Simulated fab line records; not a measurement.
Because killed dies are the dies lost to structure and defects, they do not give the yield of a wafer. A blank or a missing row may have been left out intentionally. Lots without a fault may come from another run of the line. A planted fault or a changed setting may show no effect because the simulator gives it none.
Which tool was responsible?    flow nand_harc    18 wafers from 6 lots sampled at 3 of the route's 1159 steps

== WHAT EACH GAUGE READ, for each wafer ==
NHARC_A_BLC_INSPECT_12.
lot   measured      on                 raw_defect_count
L519  day 17 11:37  defect_inspect-01  23 10 21
L523  day 18 14:12  defect_inspect-01  7 13 8
L532  day 21 05:09  defect_inspect-01  43 32 30
L530  day 21 15:23  defect_inspect-01  40 37 30
L538  day 22 16:53  defect_inspect-01  20 9 17
L542  day 23 15:33  defect_inspect-01  47 32 43

== TOOL THAT RAN EACH LOT (tool first, then ch and the chambers of the sampled wafers, then the start) ==
lot   NHARC_A_CONTACT_ETCH_110            NHARC_A_BLC_PEB_08
L519  rie_diel-06 ch 0,1,2, day 17 05:59  litho_track-06 ch 0, day 17 11:25
L523  rie_diel-01 ch 0,2,3, day 18 11:26  litho_track-01 ch 0, day 18 14:00
L532  rie_diel-01 ch 0,1,2, day 20 20:56  litho_track-01 ch 0, day 21 04:57
L530  rie_diel-06 ch 0,1,2, day 21 00:28  litho_track-01 ch 0, day 21 15:11
L538  rie_diel-01 ch 0,1,2, day 22 10:36  litho_track-04 ch 0, day 22 16:41
L542  rie_diel-06 ch 0,1,2, day 23 09:22  litho_track-04 ch 0, day 23 15:20
- NHARC_A_CONTACT_ETCH_110: etches the open film in CF4/O2, target depth 50 nm, overetch 5 nm, time 27.5 s.
- NHARC_A_BLC_PEB_08: peb time 65 s.

== THE ANSWER, worked out from the rows above alone ==
Rule: usual is defined by the lots themselves. The widest of any qualifying gaps counts: lots, ordered by their means at a reading, are off when they make up no more than a third of the lots, leave a main group of 4 or more, and stand apart from it by 3 or more times the standard deviation of that group's means. Not used: any main group whose means are identical at the precision the tables above print for the reading. A lot without any number at a reading at which 4 lots or more have one is off too. Where the step has rows for the other lots, those lots are counted as sound.
Nothing can be told from this: no lot is off at any reading shown.

== WHAT THE SIMULATOR HAD INSERTED ==
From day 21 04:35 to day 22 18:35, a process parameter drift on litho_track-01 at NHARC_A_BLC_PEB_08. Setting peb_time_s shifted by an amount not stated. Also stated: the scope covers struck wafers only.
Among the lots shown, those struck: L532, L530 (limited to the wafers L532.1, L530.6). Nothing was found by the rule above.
